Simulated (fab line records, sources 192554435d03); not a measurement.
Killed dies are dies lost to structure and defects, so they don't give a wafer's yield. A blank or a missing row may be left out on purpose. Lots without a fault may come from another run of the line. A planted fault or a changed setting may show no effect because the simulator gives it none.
Split-lot experiment | flow n5_finfet | 7 lots, 21 wafers read, on a route of 1938 steps

THE SPLIT
At N5_BEOL_M5_ETCH_41 (etches SiCN in CH3F/O2, target depth 31.5 nm, time 56.7 s), the setting source_w was moved away from the recipe's 395 W on 8 of the 21 wafers read, by -16.8% to +11.7%. The other wafers ran this setting at the recipe's value.

The reading is taken at the split's own step.

THE READING
rf_vpp_V, in V, at N5_BEOL_M5_ETCH_41 (etches SiCN in CH3F/O2, target depth 31.5 nm, time 56.7 s). Fault-free wafers of this fab line usually give 297.1 V, standard deviation 1.5 V.

wafer  | tool, chamber at the split | source_w as run, W | against the recipe | rf_vpp_V, V | against lot-mates on the recipe
L074.1 | rie_diel-03, 1             | 395                | recipe             | 298.5       | -
L074.2 | rie_diel-03, 2             | 395                | recipe             | 297.3       | -
L074.3 | rie_diel-03, 0             | 395                | recipe             | 297.4       | -
L076.1 | rie_diel-04, 0             | 346.9              | -12.2%             | 307.0       | +10.2
L076.5 | rie_diel-04, 0             | 346.9              | -12.2%             | 305.4       | +8.6
L076.6 | rie_diel-04, 3             | 395                | recipe             | 296.8       | -
L080.2 | rie_diel-04, 0             | 328.6              | -16.8%             | 311.8       | +14.9
L080.4 | rie_diel-04, 3             | 395                | recipe             | 296.9       | -
L080.5 | rie_diel-04, 2             | 328.6              | -16.8%             | 316.4       | +19.5
L090.2 | rie_diel-02, 3             | 330.8              | -16.3%             | 314.4       | +15.7
L090.3 | rie_diel-02, 1             | 395                | recipe             | 298.7       | -
L090.4 | rie_diel-02, 0             | 330.8              | -16.3%             | 317.2       | +18.5
L089.2 | rie_diel-04, 1             | 395                | recipe             | 295.4       | -
L089.4 | rie_diel-04, 2             | 395                | recipe             | 296.7       | -
L089.6 | rie_diel-04, 3             | 395                | recipe             | 296.8       | -
L092.1 | rie_diel-02, 1             | 441.1              | +11.7%             | 288.0       | -11.4
L092.2 | rie_diel-02, 3             | 441.1              | +11.7%             | 285.3       | -14.1
L092.6 | rie_diel-02, 2             | 395                | recipe             | 299.4       | -
L093.2 | rie_diel-02, 2             | 395                | recipe             | 297.8       | -
L093.3 | rie_diel-02, 1             | 395                | recipe             | 297.4       | -
L093.6 | rie_diel-02, 3             | 395                | recipe             | 297.2       | -

THE FIT
A straight line over all 21 wafers: rf_vpp_V changes by -0.976 V for each +1% of source_w; r = -0.98; the points scatter about the line by 1.8 V.
The same after taking each lot's own level away (the mean of its wafers on the recipe; 21 wafers): -1.01 V for each +1%; r = -0.99; scatter 1.4 V.
On that fit, the largest move of source_w shifts the reading by 17 V.
The lots' own levels span 296.30 to 299.40 V, that is 2.1 times the standard deviation above.
So the lot-to-lot level changes the slope little: the two slopes agree.
Check: with one of the wafers moved furthest among these (-16.8%) left out of the fit, the line predicts +17.1 V for it against its lot-mates. It came out at +14.9 V against them.
Tool readings at the split's step, against how far the setting was moved: rf_vpp_V r = -0.98.

OTHER SPLITS ON THESE WAFERS
These wafers also went through other splits before the reading. Each is held against what the fit with the lots' levels taken away leaves over:
other split on the same wafers    | wafers away from the commonest value | r with rf_vpp_V (lot level and that fit taken away)
N5_BEOL_M2_DESCUM_16 time_s       | 3                                    | +0.38
N5_BEOL_M3_HM_DEP_02 target_thk_a | 5                                    | -0.17
N5_BEOL_M4_TRENCH_ETCH_37 bias_w  | 9                                    | -0.35
N5_BEOL_M5_HM_DEP_02 target_thk_a | 12                                   | -0.11
N5_BEOL_M5_COAT_59 temp_c         | 7                                    | +0.00

THE FILE'S OWN FIT
rf_vpp_V changes by -0.999 V for each +1% of source_w, r = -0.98.
